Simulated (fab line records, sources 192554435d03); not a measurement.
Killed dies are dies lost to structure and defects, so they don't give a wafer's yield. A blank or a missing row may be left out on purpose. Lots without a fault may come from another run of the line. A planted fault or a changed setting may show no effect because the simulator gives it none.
fab line records | flow n5_finfet
record lots=11 wafers=32 last_day=17
route steps=1938 shown BEOL_M9@1404
lots that met no fault: from a run of the same line without faults
start_h: hours from the record's first day to the start of the lot's first wafer shown | wait_h: hours since the lot's step before | " the same as in the row above | L1.1+2: a row that stands for several wafers | - no value, or no start given | * or withheld: withheld | < > ~ a bound
route shown NAME@n: a module of which the file shows steps, and the number in the route of the first | usual: mean/standard deviation of fault-free wafers | same: alike in all rows | chamber/n: place in a boat | sites: the reading at each site | _std_site: their standard deviation | _edge_site: outer sites' mean less inner sites' | radius_mm: how far each site lies from the wafer's centre | mask NAME#n: copy n | behind: the tool/chamber that last shaped the wafer | hold: why the lot was held/for how many hours/how that ended | device: the transistor (n, p or np) that didn't switch | end of line: the same wafers' tests at the end of the route | a step without rows: its recipe alone | killed: dies lost to structure and defects at the first sort, not the wafer's yield | map: a wafer's dies, x killed, . not, _ none there
set.NAME: the setting as run; set.NAME@STEP: as run at that earlier step | model.NAME: the simulator's own value behind a step, which no gauge read
steps of the route over a sample of lots; a table a step, a row a wafer
services: from which hour (start_h, from the record's first day; less than 0 if before it) a tool's chamber was out of use, for how many hours, and why
## steps
# step N5_BEOL_M9_PECVD_70
# recipe material=SiO2 target_thk_a=200 temp_c=400 precursor=TEOS/O2 pressure_torr=5.5 rf_w=450 teos_flow_sccm=53.8 gas=O2 flow_sccm=3000 time_s=22.7
# usual heater_power_w=794/91 showerhead_plenum_p_Torr=8.81/0.061 throttle_valve_pct=21.7/1
# columns lot.wafer tool chamber start_h wait_h heater_power_w showerhead_plenum_p_Torr throttle_valve_pct
L892.4 pecvd-02 2 216.02 0.1 778 8.80 20.2
L892.5 " 1 " " 847 8.79 22.7
L892.6 " 0 " " 789 8.79 22.0
L894.2 pecvd-03 0 226.73 0.0 620 8.85 20.7
L894.3 " 1 " " 646 8.78 23.2
L894.5 " 1 " " 661 8.79 23.0
L897.3 pecvd-01 0 254.41 0.0 735 8.89 21.4
L897.4 " 1 " " 845 8.82 22.8
L897.5 " 0 " " 709 8.88 21.0
L896.2 pecvd-03 0 254.69 0.0 559 8.82 20.7
L896.6 " 2 " " 909 8.88 21.1
L898.2 pecvd-02 1 267.49 0.0 794 8.82 23.1
L898.5 " 0 " " 832 8.79 22.1
L898.6 " 1 " " 792 8.77 22.7
L903.1 pecvd-01 1 276.03 0.0 868 8.80 23.1
L903.2 " 2 " " 796 8.65 20.5
L903.6 " 0 " " 787 8.88 21.3
L901.1 pecvd-02 1 280.63 0.0 806 8.80 22.4
L901.3 " 0 " " 852 8.78 22.3
L901.4 " 0 " " 853 8.78 22.2
L904.3 pecvd-02 2 286.43 0.0 807 8.81 20.1
L904.4 " 0 " " 843 8.80 21.9
L904.5 " 1 " " 830 8.78 23.0
L907.2 pecvd-02 0 302.88 0.0 850 8.79 22.2
L907.3 " 1 " " 875 8.76 22.7
L907.5 " 1 " " 893 8.79 22.7
L908.3 pecvd-02 2 318.26 0.0 759 8.78 20.4
L908.4 " 1 " " 902 8.80 23.0
L908.5 " 0 " " 837 8.79 22.4
L915.2 pecvd-01 2 353.03 0.0 833 8.66 20.8
L915.4 " 1 " " 811 8.82 23.3
L915.5 " 0 " " 828 8.89 21.3
# step N5_BEOL_M9_ALD_74
# recipe material=TaN target_thk_a=20 temp_c=275 ald_precursor_family=PDMAT ald_co_reactant=NH3 pressure_torr=3 carrier_flow_sccm=1500 pulse_time_s=2 purge_time_s=3 co_reactant_purge_time_s=2 co_reactant_pulse_time_s=3 ald_cycles=40 precursor_vessel_temp_c=75 precursor_vessel_pressure_torr=26.25 precursor_vessel_carrier_sccm=1000
# usual heater_power_w=434/44 mfc_carrier_sccm=1500/4.5
# columns lot.wafer tool chamber start_h wait_h heater_power_w mfc_carrier_sccm
L892.4 ald_metal-02 3 220.17 0.2 424 1496
L892.5 " 2 " " 413 1501
L892.6 " 0 " " 400 1497
L894.2 ald_metal-04 1 233.34 0.1 408 1503
L894.3 " 0 " " 427 1490
L894.5 " 1 " " 394 1502
L897.3 ald_metal-01 3 262.74 0.0 396 1506
L897.4 " 0 " " 506 1500
L897.5 " 3 " " 404 1500
L896.2 ald_metal-02 1 263.18 0.0 455 1508
L896.6 " 3 " " 420 1495
L898.2 ald_metal-02 1 272.10 0.3 451 1489
L898.5 " 2 " " 413 1505
L898.6 " 3 " " 420 1500
L903.1 ald_metal-01 0 281.35 0.1 521 1503
L903.2 " 1 " " 514 1498
L903.6 " 2 " " 419 1495
L901.1 ald_metal-01 0 285.28 0.1 542 1499
L901.3 " 1 " " 506 1495
L901.4 " 2 " " 409 1503
L904.3 ald_metal-02 3 293.78 0.0 424 1502
L904.4 " 1 " " 444 1496
L904.5 " 1 " " 454 1493
L907.2 ald_metal-02 1 307.02 0.0 443 1514
L907.3 " 2 " " 411 1493
L907.5 " 3 " " 427 1501
L908.3 ald_metal-04 3 323.84 0.1 440 1502
L908.4 " 0 " " 443 1504
L908.5 " 3 " " 441 1503
L915.2 ald_metal-04 2 360.05 0.0 398 1500
L915.4 " 0 " " 430 1509
L915.5 " 2 " " 394 1496
# step N5_BEOL_M9_SURFACE_TREAT_79
# recipe gas=Ar time_s=* ion_energy_ev=* ion_current_ma_cm2=0.5 pressure_mtorr=* ar_flow_sccm=30
# usual throttle_valve_pct=*
# same time_s=*
# columns lot.wafer tool chamber start_h wait_h throttle_valve_pct
L892.4 pvd_sputter-03 - 220.40 0.1 *
L892.5 " - " " *
L892.6 " - " " *
L894.2 pvd_sputter-01 - 233.78 0.3 *
L894.3 " - " " *
L894.5 " - " " *
L897.3 pvd_sputter-01 - 263.04 0.2 *
L897.4 " - " " *
L897.5 " - " " *
L896.2 pvd_sputter-02 - 263.53 0.2 *
L896.6 " - " " *
L898.2 pvd_sputter-02 - 273.44 1.2 *
L898.5 " - " " *
L898.6 " - " " *
L903.1 pvd_sputter-02 - 281.63 0.2 *
L903.2 " - " " *
L903.6 " - " " *
L901.1 pvd_sputter-03 - 287.04 1.6 *
L901.3 " - " " *
L901.4 " - " " *
L904.3 pvd_sputter-03 - 294.36 0.5 *
L904.4 " - " " *
L904.5 " - " " *
L907.2 pvd_sputter-01 - 307.32 0.2 *
L907.3 " - " " *
L907.5 " - " " *
L908.3 pvd_sputter-03 - 324.14 0.2 *
L908.4 " - " " *
L908.5 " - " " *
L915.2 pvd_sputter-02 - 360.46 0.3 *
L915.4 " - " " *
L915.5 " - " " *
# step N5_BEOL_M9_CMP_52
# recipe stop_on=SiCOH_lowk t_overpolish_s=7 down_force_psi=1 platen_rpm=50 clearing_platen_down_force_psi=1.5 clearing_platen_rpm=50 post_cmp_clean=cu_alkaline target_thk_nm=140 clearing_platen_pad_velocity_m_s=0.99484 pad_velocity_m_s=0.99484
# usual barrier_field_endpoint_s=29.0/0.77 motor_current_A=6.1/0.91 pad_life_wafers=715/530
# columns lot.wafer tool chamber start_h wait_h barrier_field_endpoint_s motor_current_A pad_life_wafers
L892.4 cmp-01 2 221.26 0.2 29.0 7.7 79
L892.5 " 1 " " 29.4 7.3 -
L892.6 " 2 " " 27.9 7.8 -
L894.3 cmp-04 0 234.82 0.2 27.6 5.2 1267
L894.2 " 1 " " 30.3 5.2 1268
L894.5 " 3 " " 30.1 6.4 -
L897.3 cmp-01 3 264.32 0.3 27.5 6.2 432
L897.4 " 0 " " 27.8 6.7 433
L897.5 " 3 " " 29.2 6.3 -
L896.2 cmp-04 3 264.98 0.7 28.6 6.5 1518
L896.6 " 0 " " 28.7 5.3 -
L898.2 cmp-01 2 274.38 0.2 29.0 7.4 522
L898.6 " 2 " " 29.4 7.6 -
L898.5 " 3 " " 29.1 6.8 -
L903.2 cmp-02 2 282.84 0.2 28.3 6.0 132
L903.1 " 0 " " 28.1 4.5 134
L903.6 " 3 " " 27.9 5.3 -
L901.1 cmp-02 3 287.85 0.3 29.3 5.5 180
L901.3 " 1 " " 29.7 6.0 182
L901.4 " 2 " " 30.0 6.1 183
L904.4 cmp-01 0 295.26 0.2 27.5 6.5 673
L904.3 " 2 " " 27.8 7.9 675
L904.5 " 3 " " 28.7 6.3 -
L907.3 cmp-01 0 308.31 0.2 29.5 6.7 762
L907.2 " 1 " " 21.5 7.5 763
L907.5 " 1 " " 29.2 7.8 -
L908.4 cmp-02 3 324.95 0.1 21.2 5.5 480
L908.3 " 0 " " 30.1 4.7 481
L908.5 " 3 " " 29.1 5.6 -
L915.2 cmp-02 3 361.43 0.2 28.6 5.4 816
L915.4 " 1 " " 28.9 5.9 818
L915.5 " 0 " " 29.7 4.6 -
# step N5_BEOL_M9_RS_MEAS_57
# recipe thk_meas_gauge=four-point-probe reads=Cu_of_BEOL_M9_ECD_50+Co_of_BEOL_M9_CVD_78+TaN_of_BEOL_M9_ALD_74
# usual M9_RS=0.153/0.0035
# columns lot.wafer tool chamber start_h wait_h M9_RS[ohm/sq]
L892.4 film_metro-01 - 221.66 0.0 0.148
L892.5 " - " " 0.151
L892.6 " - " " 0.154
L894.2 film_metro-01 - 235.21 0.1 0.155
L894.3 " - " " 0.152
L894.5 " - " " 0.153
L897.3 film_metro-02 - 264.75 0.1 0.152
L897.4 " - " " 0.151
L897.5 " - " " 0.154
L896.2 film_metro-02 - 265.41 0.1 0.157
L896.6 " - " " 0.158
L898.2 film_metro-02 - 274.84 0.1 0.155
L898.5 " - " " 0.151
L898.6 " - " " 0.148
L903.1 film_metro-02 - 283.27 0.1 0.151
L903.2 " - " " 0.151
L903.6 " - " " 0.152
L901.1 film_metro-02 - 288.28 0.1 0.156
L901.3 " - " " 0.153
L901.4 " - " " 0.156
L904.3 film_metro-02 - 295.66 0.1 0.156
L904.4 " - " " 0.153
L904.5 " - " " 0.155
L907.2 film_metro-02 - 308.74 0.1 0.153
L907.3 " - " " 0.153
L907.5 " - " " 0.151
L908.3 film_metro-01 - 325.41 0.1 0.148
L908.4 " - " " 0.160
L908.5 " - " " 0.151
L915.2 film_metro-02 - 361.89 0.1 0.156
L915.4 " - " " 0.152
L915.5 " - " " 0.149
## services
# columns tool chamber start_h hours kind
cmp-04 - 197.34 4.2 repair
ald_metal-02 3 197.98 17.2 repair
cmp-01 - 203.68 4.0 pm
pecvd-02 - 214.93 1.0 repair
ald_metal-02 1 219.92 10.1 repair
ald_metal-02 - 224.23 4.3 pm
cmp-02 - 236.73 2.3 repair
pecvd-01 - 255.43 0.8 repair
cmp-02 - 263.21 4.0 pm
ald_metal-04 - 263.89 0.7 repair
ald_metal-01 - 269.73 8.7 pm
pecvd-03 0 272.97 3.5 repair
pvd_sputter-02 - 288.76 8.9 repair
cmp-04 - 289.99 2.2 pm
cmp-04 - 295.23 1.3 repair
cmp-01 - 302.21 1.4 repair
ald_metal-01 - 313.04 0.2 repair
pecvd-03 1 319.66 12.4 repair
pvd_sputter-01 - 326.48 1.0 repair
pecvd-01 - 330.04 1.3 repair
cmp-04 - 332.19 4.0 pm
ald_metal-02 - 337.43 14.0 pm
pecvd-03 0 339.32 30.1 repair
ald_metal-01 - 361.32 6.0 pm
## key
first_sign step=N5_BEOL_M9_CMP_52 reading=barrier_field_endpoint_s direction=down sigmas=9.9 usual=29.0 struck=21.4
effect none on later readings
met_at N5_BEOL_M9_PECVD_70
struck_lots L907,L908
struck_wafers L907.2,L908.4
not_acting_at N5_BEOL_M9_ALD_74,N5_BEOL_M9_SURFACE_TREAT_79,N5_BEOL_M9_RS_MEAS_57
onset_between 286.43 302.88
fault kind=process_parameter_drift tool=pecvd-02 chamber=- onset_h=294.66 steps=N5_BEOL_M9_PECVD_70 channel=time_s offset=* shape=step end_h=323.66 scope=struck_wafers_only acts_in=* stated=*
